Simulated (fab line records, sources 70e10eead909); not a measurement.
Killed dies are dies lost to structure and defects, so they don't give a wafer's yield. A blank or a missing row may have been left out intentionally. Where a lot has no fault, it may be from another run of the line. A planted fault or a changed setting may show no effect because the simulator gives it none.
Chamber matching | flow nand_harc | NHARC_A_BONDPAD_CMP_19 on cmp-03 has 4 sister chambers
The step polishes, t overpolish 30 s, cu recess touch 16 s, target thk 169.82 nm. 4 wafers are shown with their chamber, then 7 later ones without.

## WAFERS WITH THEIR CHAMBER
wafer  | chamber | motor_current_A (A)
L105.5 | 1       | 11.8
L109.5 | 3       | 11.8
L110.3 | 0       | 13.0
L110.4 | 2       | 12.0

## WAFERS WHOSE CHAMBER IS MISSING
wafer  | motor_current_A (A)
L110.6 | 13.1
L112.1 | 12.2
L112.5 | 11.5
L112.6 | 12.9
L118.2 | 12.1
L118.5 | 12.0
L118.6 | 12.4

## EACH ONE'S CHAMBER
wafer  | from the rows above               | in truth
L110.6 | 0                                 | 0
L112.1 | can't be placed: 2 or 1 or 3      | 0
L112.5 | can't be placed: 1 or 3 or 2      | 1
L112.6 | 0                                 | 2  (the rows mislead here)
L118.2 | can't be placed: 2 or 1 or 3      | 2
L118.5 | can't be placed: 2 or 1 or 3      | 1
L118.6 | can't be placed: 2 or 0 or 1 or 3 | 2
Correct placement for 1 of the 7. These rows do not allow placing 5 (true chamber among the candidates in 4). 1 placed wrongly.
How it was worked out, from the rows above alone: a wafer's distance from a chamber is the root of the sum, over the readings, of the square of ((its reading less the chamber's mean) divided by the reading's scatter). The wafer belongs to the nearest chamber; if the next one is less than 2 further off, it can't be placed. Each chamber's mean is taken over the wafers shown for it. The scatter (one wafer shown for each chamber): square how far every hidden wafer sits from the nearest shown wafer, average those squares and take the square root.
